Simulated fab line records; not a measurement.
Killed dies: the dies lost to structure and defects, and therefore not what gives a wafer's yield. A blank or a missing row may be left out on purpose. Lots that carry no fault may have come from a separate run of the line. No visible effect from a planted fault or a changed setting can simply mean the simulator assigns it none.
fab line records	flow n5_finfet
record: lots: 7	wafers: 21
route steps=1938 shown BEOL_M4@1059 BEOL_M5@1154 BEOL_M6@1198 BEOL_M8@1335
start_h: start of the lot's first displayed wafer, in hours after the record's first day	wait_h: hours elapsed since this lot's preceding step	" identical to the entry in the row above	L1.1+2: a single row standing in for several wafers	- no value present, or no start provided	* or withheld: withheld	< > ~ a bound
route shown NAME@n: a module of which the file shows steps, and the number in the route of the first	usual: mean and standard deviation over wafers with no fault	same: alike in all rows	chamber/n: place in a boat	sites: the reading at each site	_std_site: how widely they spread, as a standard deviation	_edge_site: inner sites' mean taken away from outer sites' mean	radius_mm: for every site, how far away it sits from the centre of the wafer	mask NAME#n: copy n	behind: tool/chamber where the wafer was last shaped	hold: what put the lot on hold/how long, in hours/how the hold closed	device: transistor that didn't switch, given as n, p or np	end of line: the route-end tests of the same wafers	a step without rows: its recipe alone	killed: count of dies lost to structure and defects at first sort (not the wafer's yield)	map: dies across one wafer; x = killed, . = not, _ = none there
set.NAME: the setting that was run; set.NAME@STEP: the one run at that earlier step	model.NAME: the simulator's own value behind a step, which no gauge read
lots with deliberately changed settings; one table per step, one row per wafer
== steps ==
step: N5_BEOL_M4_DESCUM_33
recipe: chemistry: O2	time_s: 7	source_power_w: 50	bias_power_w: 20	pressure_mtorr: 20	rf_frequency_hz: 2.712e+07	temp_c: 40	resist: CAR-EUV	o2_flow_sccm: 225
lot.wafer	tool	chamber	start_h	wait_h	set.time_s	model.CAR-EUV_of_BEOL_M4_COAT_22.thk_nm
L075.1+3	rie_diel-06	1,0	191.53	0.0	7	26
L075.6	"	0	"	"	7.824	25.6
L076.1	rie_diel-03	0	195.05	0.3	6.317	26.4
L076.2	"	2	"	"	6.317	26.6
L076.6	"	1	"	"	7	26
L085.4	rie_diel-06	1	243.87	1.2	7	26.2
L085.5+6	"	2,0	"	"	7.556	26
L091.4+5+6	rie_diel-06	3,2,3	280.34	0.0	7	26.2
L094.1	rie_diel-01	2	297.19	0.1	7.881	26
L094.2+3	"	3,1	"	"	7	26.2
L095.2	rie_diel-01	1	301.06	0.0	5.619	26.6
L095.3+6	"	0,3	"	"	7	26
L097.1	rie_diel-01	2	302.42	0.0	7	26
L097.3+4	"	0,1	"	"	7	25.8
step: N5_BEOL_M4_ETCH_77
recipe: chemistry: N2/H2	target: underlayer	target_depth_a: 65	mask_material: CAR-EUV	time_s: 5.2	ion_energy_ev: 200	pressure_mtorr: 30	source_w: 840	bias_w: 150	n2_flow_sccm: 200	h2_flow_sccm: 200	ends: cleared
lot.wafer	tool	chamber	start_h	wait_h	set.time_s@BEOL_M4_DESCUM_33	model.CAR-EUV_of_BEOL_M4_COAT_22.thk_nm
L075.1+3	rie_diel-06	1,0	191.57	0.0	7	20.4
L075.6	"	0	"	"	7.824	19.8
L076.1+2	rie_diel-03	0,2	195.08	0.0	6.317	20.8
L076.6	"	1	"	"	7	20.4
L085.4	rie_diel-06	1	243.89	0.0	7	20.4
L085.5	"	2	"	"	7.556	20.2
L085.6	"	0	"	"	7.556	20.4
L091.4+5+6	rie_diel-06	3,2,3	280.37	0.0	7	20.4
L094.1	rie_diel-01	2	297.22	0.0	7.881	20.2
L094.2+3	"	3,1	"	"	7	20.4
L095.2	rie_diel-01	1	301.10	0.0	5.619	20.8
L095.3+6	"	0,3	"	"	7	20.2
L097.1+3+4	rie_diel-01	2,0,1	302.45	0.0	7	20.2
step: N5_BEOL_M5_ETCH_68
recipe: chemistry: N2/H2	target: SOC	target_depth_a: 800	overetch_a: 160	mask_material: SiARC	temp_c: 40	time_s: 120	ion_energy_ev: 200	pressure_mtorr: 30	source_w: 840	bias_w: 150	n2_flow_sccm: 200	h2_flow_sccm: 200
lot.wafer	tool	chamber	start_h	wait_h	set.time_s	model.SiARC_of_BEOL_M5_COAT_66.thk_nm
L076.1+2+6	rie_diel-02	0,1,0	211.24	0.0	120	6.6
L075.1	rie_diel-04	3	211.29	0.0	128.6	5.8
L075.3	"	0	"	"	120	6.8
L075.6	"	1	"	"	120	6.4
L085.4	rie_diel-04	3	257.96	0.0	131.6	5.8
L085.5	"	1	"	"	120	6.6
L085.6	"	2	"	"	120	6.4
L091.4+6	rie_diel-02	1,0	303.92	0.0	120	6.6
L091.5	"	3	"	"	120	6.4
L094.1	rie_diel-05	0	311.03	0.0	120	6.6
L094.2	"	2	"	"	120	6.4
L094.3	"	3	"	"	101.5	7.4
L095.2+3	rie_diel-05	0,3	312.58	0.0	120	6.4
L095.6	"	0	"	"	120	6.6
L097.1+4	rie_diel-02	1,0	328.06	0.0	120	6.6
L097.3	"	2	"	"	120	6.2
step: N5_BEOL_M5_TRENCH_ETCH_37
recipe: chemistry: C4F6/O2	target_depth_a: 716.52	target: SiCOH_lowk	time_s: 24.7	ion_energy_ev: 250	pressure_mtorr: 30	source_w: 345	bias_w: 185	Ar_flow_sccm: 300	C4F6_flow_sccm: 10	O2_flow_sccm: 10
lot.wafer	tool	chamber	start_h	wait_h	set.time_s	model.BEOL_M5.feature_depth_nm	model.etch.depth_nm
L076.1	rie_diel-02	0	-	-	24.7	70.6	70.51
L076.2	"	1	"	"	24.7	69.4	69.4
L076.6	"	0	"	"	24.7	70	70.04
L075.1	rie_diel-04	3	-	-	28.38	82.4	82.38
L075.3	"	0	"	"	28.38	77.4	77.47
L075.6	"	1	"	"	24.7	71	71.07
L085.4	rie_diel-04	3	-	-	24.7	71.2	71.14
L085.5	"	1	"	"	28.38	81.6	81.63
L085.6	"	2	"	"	28.38	83.4	83.43
L091.4	rie_diel-02	1	-	-	24.7	69.8	69.82
L091.5	"	3	"	"	24.7	71.8	71.71
L091.6	"	0	"	"	30.03	83.8	83.83
L094.1	rie_diel-05	0	-	-	24.7	71.4	71.32
L094.2	"	2	"	"	24.7	71	71.03
L094.3	"	3	"	"	24.7	71.6	71.55
L095.2	rie_diel-05	0	-	-	21.88	62.8	62.75
L095.3	"	3	"	"	24.7	70.8	70.88
L095.6	"	0	"	"	21.88	62.4	62.35
L097.1	rie_diel-02	1	-	-	24.7	70	69.98
L097.3	"	2	"	"	24.7	72	72.04
L097.4	"	0	"	"	24.7	69.8	69.88
step: N5_BEOL_M5_ETCH_41
recipe: chemistry: CH3F/O2	target: SiCN	target_depth_a: 315	taper_deg: 2	time_s: 56.7	ion_energy_ev: 120	mask_material: TiN	pressure_mtorr: 30	source_w: 395	bias_w: 75	Ar_flow_sccm: 150	CH3F_flow_sccm: 30	O2_flow_sccm: 20
step: N5_BEOL_M5_STRIP_91
recipe: chemistry: N2/H2	time_s: 10	power_w: 450	temp_c: 40	pressure_mtorr: 20	rf_frequency_hz: 6e+07	bias_power_w: 7	n2_flow_sccm: 200	h2_flow_sccm: 200
step: N5_BEOL_M5_OCD_MEAS_38
usual: trench_depth_nm: 70.9/1.4
lot.wafer	tool	chamber	start_h	wait_h	set.time_s@BEOL_M5_TRENCH_ETCH_37	trench_depth_nm
L076.1	ocd-01	-	211.58	-	24.7	70.7
L076.2	"	-	"	"	24.7	69.7
L076.6	"	-	"	"	24.7	70.1
L075.1	ocd-02	-	211.63	-	28.38	82.4
L075.3	"	-	"	"	28.38	77.6
L075.6	"	-	"	"	24.7	71.5
L085.4	ocd-01	-	258.31	-	24.7	71.4
L085.5	"	-	"	"	28.38	81.4
L085.6	"	-	"	"	28.38	83.2
L091.4	ocd-02	-	304.27	-	24.7	69.9
L091.5	"	-	"	"	24.7	71.8
L091.6	"	-	"	"	30.03	84.0
L094.1	ocd-02	-	311.37	-	24.7	71.0
L094.2	"	-	"	"	24.7	70.7
L094.3	"	-	"	"	24.7	71.8
L095.2	ocd-02	-	312.92	-	21.88	62.7
L095.3	"	-	"	"	24.7	70.9
L095.6	"	-	"	"	21.88	63.0
L097.1	ocd-02	-	328.40	-	24.7	70.0
L097.3	"	-	"	"	24.7	72.2
L097.4	"	-	"	"	24.7	69.9
step: N5_BEOL_M5_HM_STRIP_39
recipe: chemistry: peroxide_tin_strip	material: TiN	target_depth_a: 250	temp_c: 50	time_s: 158
step: N5_BEOL_M5_SRD_40
recipe: time_s: 30	temp_c: 23	rinse_liquid: diw	dry: ipa_marangoni
step: N5_BEOL_M5_ECD_50
recipe: material: Cu	target_thk_a: 3000
step: N5_BEOL_M5_ANNEAL_51
recipe: temp_c: 225	time_s: 90	ambient: N2
step: N5_BEOL_M5_CMP_52
recipe: stop_on: SiCOH_lowk	t_overpolish_s: 6.9	down_force_psi: 1	platen_rpm: 50	clearing_platen_down_force_psi: 1.5	clearing_platen_rpm: 50	post_cmp_clean: cu_alkaline	target_thk_nm: 62	clearing_platen_pad_velocity_m_s: 0.99484	pad_velocity_m_s: 0.99484
lot.wafer	tool	chamber	start_h	wait_h	set.time_s@BEOL_M5_TRENCH_ETCH_37	model.Cu_of_BEOL_M5_ECD_50.thk_nm
L076.1	cmp-03	1	217.82	0.3	24.7	60.6
L076.2	"	2	"	"	24.7	61.6
L076.6	"	0	"	"	24.7	61
L075.1	cmp-04	2	219.61	0.3	28.38	72.4
L075.3	"	0	"	"	28.38	67
L075.6	"	1	"	"	24.7	60.4
L085.4	cmp-03	3	265.04	0.2	24.7	59.8
L085.6	"	1	"	"	28.38	72.2
L085.5	"	2	"	"	28.38	71.4
L091.4	cmp-02	1	310.59	0.2	24.7	60
L091.5	"	2	"	"	24.7	63.6
L091.6	"	3	"	"	30.03	74.6
L094.1	cmp-02	1	317.73	0.3	24.7	62.2
L094.2	"	3	"	"	24.7	61.6
L094.3	"	0	"	"	24.7	62.8
L095.3	cmp-03	3	320.45	0.2	24.7	61.4
L095.2	"	2	"	"	21.88	52.8
L095.6	"	3	"	"	21.88	52.4
L097.4	cmp-03	2	335.25	0.1	24.7	58.6
L097.3	"	3	"	"	24.7	61.2
L097.1	"	0	"	"	24.7	59
step: N5_BEOL_M5_THK_MEAS_53
recipe: thk_meas_gauge: xrf	reads: Cu_of_BEOL_M5_ECD_50
usual: M5_THK: 60.4/1.8
lot.wafer	tool	chamber	start_h	wait_h	set.time_s@BEOL_M5_TRENCH_ETCH_37	M5_THK[nm]
L076.1	film_metro-01	-	218.07	-	24.7	59.4
L076.2	"	-	"	"	24.7	60.6
L076.6	"	-	"	"	24.7	60.0
L075.1	film_metro-02	-	219.87	-	28.38	71.1
L075.3	"	-	"	"	28.38	66.2
L075.6	"	-	"	"	24.7	59.9
L085.4	film_metro-01	-	265.26	-	24.7	59.5
L085.5	"	-	"	"	28.38	71.0
L085.6	"	-	"	"	28.38	71.8
L091.4	film_metro-02	-	310.78	-	24.7	60.1
L091.5	"	-	"	"	24.7	63.3
L091.6	"	-	"	"	30.03	74.8
L094.1	film_metro-02	-	318.03	-	24.7	62.9
L094.2	"	-	"	"	24.7	62.1
L094.3	"	-	"	"	24.7	63.1
L095.2	film_metro-02	-	320.74	-	21.88	52.7
L095.3	"	-	"	"	24.7	61.3
L095.6	"	-	"	"	21.88	52.2
L097.1	film_metro-02	-	335.54	-	24.7	58.5
L097.3	"	-	"	"	24.7	60.8
L097.4	"	-	"	"	24.7	57.9
step: N5_BEOL_M5_DEP_56
recipe: material: SiCN	target_thk_a: 80	temp_c: withheld	precursor: 3MS/NH3	pressure_torr: 3	rf_w: 202	time_s: 14
lot.wafer	tool	chamber	start_h	wait_h	set.time_s	model.SiCN_of_BEOL_M5_DEP_56.thk_nm
L076.1	pecvd-02	1	218.27	0.0	14	8
L076.2+6	"	2	"	"	13.15	7.6
L075.1+3	pecvd-03	0,2	220.06	0.0	14	7.8
L075.6	"	2	"	"	14	8
L085.4+5+6	pecvd-02	0,2,1	265.47	0.0	14.65	8.4
L091.4+6	pecvd-01	0,2	310.98	0.0	14.92	8.6
L091.5	"	1	"	"	14.92	8.8
L094.1+2	pecvd-02	0,2	318.22	0.0	15.2	8.6
L094.3	"	1	"	"	14	8
L095.2+3	pecvd-03	1,0	320.94	0.0	14	8
L095.6	"	2	"	"	13.08	7.4
L097.1	pecvd-02	0	335.73	0.0	14	8
L097.3+4	"	1	"	"	14	8.2
step: N5_BEOL_M5_RS_MEAS_57
recipe: thk_meas_gauge: four-point-probe	reads: Co_of_BEOL_M5_CO_CAP_78+Cu_of_BEOL_M5_ECD_50+Co_of_BEOL_M5_CVD_47+TaN_of_BEOL_M5_ALD_86
usual: M5_RS: 0.395/0.013
lot.wafer	tool	chamber	start_h	wait_h	set.time_s@BEOL_M5_TRENCH_ETCH_37	M5_RS[ohm/sq]
L076.1	film_metro-01	-	218.34	0.0	24.7	0.397
L076.2	"	-	"	"	24.7	0.389
L076.6	"	-	"	"	24.7	0.394
L075.1	film_metro-01	-	220.13	0.0	28.38	0.321
L075.3	"	-	"	"	28.38	0.351
L075.6	"	-	"	"	24.7	0.398
L085.4	film_metro-01	-	265.52	0.0	24.7	0.403
L085.5	"	-	"	"	28.38	0.326
L085.6	"	-	"	"	28.38	0.322
L091.4	film_metro-01	-	311.04	0.0	24.7	0.402
L091.5	"	-	"	"	24.7	0.375
L091.6	"	-	"	"	30.03	0.309
L094.1	film_metro-01	-	318.29	0.0	24.7	0.385
L094.2	"	-	"	"	24.7	0.388
L094.3	"	-	"	"	24.7	0.380
L095.2	film_metro-01	-	321.00	0.1	21.88	0.470
L095.3	"	-	"	"	24.7	0.390
L095.6	"	-	"	"	21.88	0.474
L097.1	film_metro-01	-	335.80	0.0	24.7	0.410
L097.3	"	-	"	"	24.7	0.392
L097.4	"	-	"	"	24.7	0.414
step: N5_BEOL_M6_HM_DEP_02
recipe: material: TiN	target_thk_a: 200	temp_c: 25	chamber_pressure_pa: 0.49996
lot.wafer	tool	chamber	start_h	wait_h	set.target_thk_a	model.TiN_of_BEOL_M6_HM_DEP_02.thk_nm
L076.1+6	pvd_sputter-01	-	220.94	1.9	214.6	21.6
L076.2	"	-	"	"	200	20.4
L075.1+6	pvd_sputter-01	-	221.14	0.3	200	20.6
L075.3	"	-	"	"	200	20.4
L085.4+5	pvd_sputter-01	-	267.72	1.0	208	21
L085.6	"	-	"	"	200	20
L091.4	pvd_sputter-01	-	312.49	0.7	200	20
L091.5	"	-	"	"	200	20.2
L091.6	"	-	"	"	226.9	22.8
L094.1	pvd_sputter-03	-	319.72	0.7	200	19.8
L094.2	"	-	"	"	200	20.2
L094.3	"	-	"	"	200	20
L095.2	pvd_sputter-03	-	322.90	1.2	185.8	18.4
L095.3	"	-	"	"	185.8	18.2
L095.6	"	-	"	"	200	19.6
L097.1+3+4	pvd_sputter-03	-	339.28	2.8	200	19.8
step: N5_BEOL_M6_COAT_59
recipe: resist: SOC	temp_c: 250	time_s: 60	spin_rpm: 1500	resist_thk_nm: 100
step: N5_BEOL_M6_COAT_60
recipe: resist: SiARC	temp_c: 220	time_s: 60	spin_rpm: 1500	resist_thk_nm: 35
step: N5_BEOL_M6_STRIP_68
recipe: chemistry: N2/H2	temp_c: 40	n2_flow_sccm: 200	h2_flow_sccm: 200	rf_frequency_hz: 6e+07
step: N5_BEOL_M6_STRIP_67
recipe: chemistry: CF4	resist: SiARC	power_w: 300	bias_power_w: 75	pressure_mtorr: 50	cf4_flow_sccm: 150	rf_frequency_hz: 6e+07
step: N5_BEOL_M6_HM_OPEN_17
recipe: chemistry: Cl2/BCl3	target_depth_a: 200	overetch_a: 60	target: TiN	mask_material: SOC	ion_energy_ev: 150	pressure_mtorr: 10	icp_w: 1000	bias_w: 126	Cl2_flow_sccm: 53.25	bcl3_flow_sccm: 21.75	Ar_flow_sccm: 25
lot.wafer	tool	chamber	start_h	wait_h	set.target_thk_a@BEOL_M6_HM_DEP_02	model.etch.depth_nm
L076.1	rie_metal-03	1	221.87	0.0	214.6	21.58
L076.2	"	0	"	"	200	20.38
L076.6	"	0	"	"	214.6	21.57
L075.1	rie_metal-02	0	222.39	0.0	200	20.65
L075.3	"	1	"	"	200	20.46
L075.6	"	1	"	"	200	20.6
L085.4	rie_metal-02	1	268.57	0.1	208	21
L085.5	"	1	"	"	208	21.03
L085.6	"	0	"	"	200	20.08
L091.4	rie_metal-03	1	313.41	0.1	200	19.97
L091.5	"	1	"	"	200	20.14
L091.6	"	0	"	"	226.9	22.71
L094.1	rie_metal-02	1	320.58	0.0	200	19.8
L094.2	"	0	"	"	200	20.16
L094.3	"	0	"	"	200	19.91
L095.2	rie_metal-01	1	323.89	0.0	185.8	18.3
L095.3	"	0	"	"	185.8	18.13
L095.6	"	0	"	"	200	19.61
L097.1	rie_metal-01	1	340.16	0.0	200	19.78
L097.3	"	1	"	"	200	19.81
L097.4	"	0	"	"	200	19.71
step: N5_BEOL_M6_STRIP_19
recipe: chemistry: O2	power_w: 400	temp_c: 40	pressure_mtorr: 30	rf_frequency_hz: 6e+07	bias_power_w: 0	overash_fraction: 0.2	o2_flow_sccm: 225
step: N5_BEOL_M6_STRIP_76
recipe: chemistry: C4F6/O2	resist: SiARC	rf_frequency_hz: 6e+07
step: N5_BEOL_M6_STRIP_36
recipe: chemistry: N2/H2	power_w: 450	temp_c: 40	pressure_mtorr: 20	rf_frequency_hz: 6e+07	overash_fraction: 0.3	bias_power_w: 7	h2_frac: 0.5	n2_flow_sccm: 200	h2_flow_sccm: 200
step: N5_BEOL_M6_TRENCH_ETCH_37
recipe: chemistry: C4F6/O2	target_depth_a: 944.35	target: SiCOH_lowk	time_s: 31.5	ion_energy_ev: 250	pressure_mtorr: 30	source_w: 345	bias_w: 185	Ar_flow_sccm: 300	C4F6_flow_sccm: 10	O2_flow_sccm: 10
lot.wafer	tool	chamber	start_h	wait_h	set.target_thk_a@BEOL_M6_HM_DEP_02	model.TiN_of_BEOL_M6_HM_DEP_02.thk_nm
L076.1+6	rie_diel-06	2	-	-	214.6	18.8
L076.2	"	0	"	"	200	17.6
L075.1+3	rie_diel-01	0,1	-	-	200	17.8
L075.6	"	2	"	"	200	18
L085.4+5	rie_diel-06	0	-	-	208	18.2
L085.6	"	1	"	"	200	17.4
L091.4	rie_diel-06	0	-	-	200	17.2
L091.5	"	0	"	"	200	17.4
L091.6	"	3	"	"	226.9	20
L094.1	rie_diel-06	3	-	-	200	17
L094.2	"	1	"	"	200	17.4
L094.3	"	2	"	"	200	17.2
L095.2	rie_diel-06	0	-	-	185.8	15.6
L095.3	"	3	"	"	185.8	15.4
L095.6	"	0	"	"	200	17
L097.1+3	rie_diel-01	2,1	-	-	200	17.2
L097.4	"	3	"	"	200	17
step: N5_BEOL_M8_PECVD_70
recipe: material: SiO2	target_thk_a: 200	temp_c: 400	precursor: TEOS/O2	pressure_torr: 5.5	rf_w: 450	teos_flow_sccm: 53.8	gas: O2	flow_sccm: 3000	time_s: 22.7
lot.wafer	tool	chamber	start_h	wait_h	set.temp_c	model.SiO2_of_BEOL_M8_PECVD_70.thk_nm
L076.1+2	pecvd-04	0,2	236.46	0.0	400	20
L076.6	"	2	"	"	400	19.8
L075.1	pecvd-04	0	239.86	0.0	400	19.8
L075.3	"	2	"	"	392.2	20.8
L075.6	"	0	"	"	400	20.2
L085.4	pecvd-01	0	283.43	0.1	394.2	20.8
L085.5	"	1	"	"	400	19.8
L085.6	"	2	"	"	400	20.2
L091.4	pecvd-04	1	327.83	0.1	400	20.2
L091.5	"	0	"	"	414.8	18.4
L091.6	"	2	"	"	414.8	18.2
L094.1+2	pecvd-01	0,2	337.54	0.0	409.5	18.6
L094.3	"	1	"	"	409.5	18.2
L095.2	pecvd-01	1	340.91	0.0	400	19.8
L095.3	"	2	"	"	400	20
L095.6	"	2	"	"	400	20.4
L097.1	pecvd-03	1	357.07	0.0	400	19.6
L097.3	"	2	"	"	400	20
L097.4	"	1	"	"	400	20.2
== key ==
split: step: N5_BEOL_M4_DESCUM_33	setting: time_s	stated: 7	by: wafer
response: step: N5_BEOL_M4_DESCUM_33	reading: model.CAR-EUV_of_BEOL_M4_COAT_22.thk_nm	change: -0.0302	per: 1%	r: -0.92
response: step: N5_BEOL_M4_ETCH_77	reading: model.CAR-EUV_of_BEOL_M4_COAT_22.thk_nm	change: -0.0309	per: 1%	r: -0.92
split: step: N5_BEOL_M5_ETCH_68	setting: time_s	stated: 120	by: wafer
response: step: N5_BEOL_M5_ETCH_68	reading: model.SiARC_of_BEOL_M5_COAT_66.thk_nm	change: -0.069	per: 1%	r: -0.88
split: step: N5_BEOL_M5_TRENCH_ETCH_37	setting: time_s	stated: 24.7	by: wafer
response: step: N5_BEOL_M5_TRENCH_ETCH_37	reading: model.BEOL_M5.feature_depth_nm	change: +0.649	per: 1%	r: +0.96
response: step: N5_BEOL_M5_TRENCH_ETCH_37	reading: model.etch.depth_nm	change: +0.652	per: 1%	r: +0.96
response: step: N5_BEOL_M5_OCD_MEAS_38	reading: trench_depth_nm	change: +0.64	per: 1%	r: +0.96
response: step: N5_BEOL_M5_CMP_52	reading: model.Cu_of_BEOL_M5_ECD_50.thk_nm	change: +0.667	per: 1%	r: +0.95
response: step: N5_BEOL_M5_THK_MEAS_53	reading: M5_THK	change: +0.665	per: 1%	r: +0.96
response: step: N5_BEOL_M5_RS_MEAS_57	reading: M5_RS	change: -0.00456	per: 1%	r: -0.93
split: step: N5_BEOL_M5_DEP_56	setting: time_s	stated: 14	by: wafer
response: step: N5_BEOL_M5_DEP_56	reading: model.SiCN_of_BEOL_M5_DEP_56.thk_nm	change: +0.075	per: 1%	r: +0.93
split: step: N5_BEOL_M6_HM_DEP_02	setting: target_thk_a	stated: 200	by: wafer
response: step: N5_BEOL_M6_HM_DEP_02	reading: model.TiN_of_BEOL_M6_HM_DEP_02.thk_nm	change: +0.194	per: 1%	r: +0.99
response: step: N5_BEOL_M6_HM_OPEN_17	reading: model.etch.depth_nm	change: +0.193	per: 1%	r: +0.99
response: step: N5_BEOL_M6_TRENCH_ETCH_37	reading: model.TiN_of_BEOL_M6_HM_DEP_02.thk_nm	change: +0.196	per: 1%	r: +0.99
split: step: N5_BEOL_M8_PECVD_70	setting: temp_c	stated: 400	by: wafer
response: step: N5_BEOL_M8_PECVD_70	reading: model.SiO2_of_BEOL_M8_PECVD_70.thk_nm	change: -0.498	per: 1%	r: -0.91
